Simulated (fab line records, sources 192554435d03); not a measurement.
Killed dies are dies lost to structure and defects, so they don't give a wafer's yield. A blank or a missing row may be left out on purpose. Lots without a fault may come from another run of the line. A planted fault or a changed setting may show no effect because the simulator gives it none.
Split-lot experiment | flow n5_finfet | 7 lots, 21 wafers read, on a route of 1938 steps

THE SPLIT
At N5_BEOL_M6_COAT_63 (time 60 s, resist thk 60 nm), the setting spin_rpm was moved away from the recipe's 1500 rpm on 7 of the 21 wafers read, by -7.1% to +9.8%. The other wafers ran this setting at the recipe's value.

FROM THE SPLIT TO THE READING: what the file shows between them, 11 steps
- N5_BEOL_M6_COAT_22: resist thk 30 nm (also split here: spin_rpm)
- N5_BEOL_M6_EBR_24
- N5_BEOL_M6_SOFTBAKE_23: time 60 s
- N5_BEOL_M6_EXPOSE_25: exposes mask V5, target cd 40 nm
- N5_BEOL_M6_PEB_26: peb time 60 s
- N5_BEOL_M6_DEVELOP_27: develop time 30 s
- N5_BEOL_M6_ETCH_72: etches underlayer in N2/H2, target depth 6.5 nm, time 5.2 s
- N5_BEOL_M6_ETCH_65: etches SiARC in CF4, target depth 15.6 nm, time 26 s
- N5_BEOL_M6_ETCH_66: etches SOC in N2/H2, target depth 80 nm, overetch 16 nm, time 120 s
- N5_BEOL_M6_STRIP_69: strips in N2/H2
- N5_BEOL_M6_STRIP_73: strips in N2/H2

THE READING
SOC_of_BEOL_M6_COAT_63.thk_nm (the simulator's own value, which no gauge read), in nm, at N5_BEOL_M6_VIA_ETCH_34 (etches SiCOH lowk in C4F6/O2, target depth 126.3 nm, time 50.9 s). The file gives no usual value for it. The 14 wafers here that ran the recipe average 53.9 nm, standard deviation 0.18 nm.

wafer  | tool, chamber at the split | spin_rpm as run, rpm | against the recipe | SOC_of_BEOL_M6_COAT_63.thk_nm, nm | against lot-mates on the recipe
L077.2 | litho_track-01, 0          | 1500                 | recipe             | 54                                | -
L077.3 | litho_track-01, 0          | 1500                 | recipe             | 54                                | -
L077.6 | litho_track-01, 0          | 1500                 | recipe             | 54.2                              | -
L076.1 | litho_track-05, 0          | 1500                 | recipe             | 54                                | -
L076.4 | litho_track-05, 0          | 1500                 | recipe             | 53.8                              | -
L076.6 | litho_track-05, 0          | 1500                 | recipe             | 53.8                              | -
L082.1 | litho_track-05, 0          | 1647                 | +9.8%              | 51                                | -3.0
L082.4 | litho_track-05, 0          | 1500                 | recipe             | 53.8                              | -
L082.5 | litho_track-05, 0          | 1500                 | recipe             | 54.2                              | -
L086.2 | litho_track-01, 0          | 1500                 | recipe             | 53.8                              | -
L086.3 | litho_track-01, 0          | 1396                 | -6.9%              | 56                                | +2.0
L086.6 | litho_track-01, 0          | 1500                 | recipe             | 54.2                              | -
L093.1 | litho_track-05, 0          | 1500                 | recipe             | 53.6                              | -
L093.2 | litho_track-05, 0          | 1619                 | +7.9%              | 51.4                              | -2.2
L093.6 | litho_track-05, 0          | 1619                 | +7.9%              | 51.2                              | -2.4
L094.1 | litho_track-01, 0          | 1500                 | recipe             | 53.8                              | -
L094.3 | litho_track-01, 0          | 1619                 | +7.9%              | 51.4                              | -2.4
L094.6 | litho_track-01, 0          | 1619                 | +7.9%              | 51.6                              | -2.2
L097.2 | litho_track-04, 0          | 1500                 | recipe             | 53.8                              | -
L097.5 | litho_track-04, 0          | 1500                 | recipe             | 53.8                              | -
L097.3 | litho_track-04, 0          | 1393                 | -7.1%              | 56                                | +2.2

THE FIT
A straight line over all 21 wafers: SOC_of_BEOL_M6_COAT_63.thk_nm changes by -0.307 nm for each +1% of spin_rpm; r = -0.99; the points scatter about the line by 0.17 nm.
The same after taking each lot's own level away (the mean of its wafers on the recipe; 21 wafers): -0.296 nm for each +1%; r = -1.00; scatter 0.12 nm.
On that fit, the largest move of spin_rpm shifts the reading by 2.9 nm.
The lots' own levels span 53.60 to 54.07 nm, that is 2.6 times the standard deviation above.
So the lot-to-lot level changes the slope little: the two slopes agree.
Check: with one of the wafers moved furthest among these (+9.8%) left out of the fit, the line predicts -2.86 nm for it against its lot-mates. It came out at -3 nm against them.

OTHER SPLITS ON THESE WAFERS
These wafers also went through other splits before the reading. Each is held against what the fit with the lots' levels taken away leaves over:
other split on the same wafers    | wafers away from the commonest value | r with SOC_of_BEOL_M6_COAT_63.thk_nm (lot level and that fit taken away)
N5_BEOL_M4_SPUTTER_88 time_s      | 8                                    | -0.02
N5_BEOL_M6_HM_DEP_02 target_thk_a | 4                                    | -0.05
N5_BEOL_M6_COAT_22 spin_rpm       | 7                                    | -0.03

THE WHOLE CHAIN: every reading that the file lists as answering this split, in the file's order
step                   | what it does                                                        | reading                                                                        | change (the file's fit)               | r (the file's)
N5_BEOL_M6_COAT_63     | time 60 s, resist thk 60 nm                                         | SOC_of_BEOL_M6_COAT_63.thk_nm (the simulator's own value, which no gauge read) | -0.285 nm for each +1% of the setting | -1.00
N5_BEOL_M6_ETCH_66     | etches SOC in N2/H2, target depth 80 nm, overetch 16 nm, time 120 s | etch.depth_nm (the simulator's own value, which no gauge read)                 | -0.291 nm for each +1% of the setting | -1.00
N5_BEOL_M6_VIA_ETCH_34 | etches SiCOH lowk in C4F6/O2, target depth 126.3 nm, time 50.9 s    | SOC_of_BEOL_M6_COAT_63.thk_nm (the simulator's own value, which no gauge read) | -0.297 nm for each +1% of the setting | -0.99

THE FILE'S OWN FIT
SOC_of_BEOL_M6_COAT_63.thk_nm changes by -0.297 nm for each +1% of spin_rpm, r = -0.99.
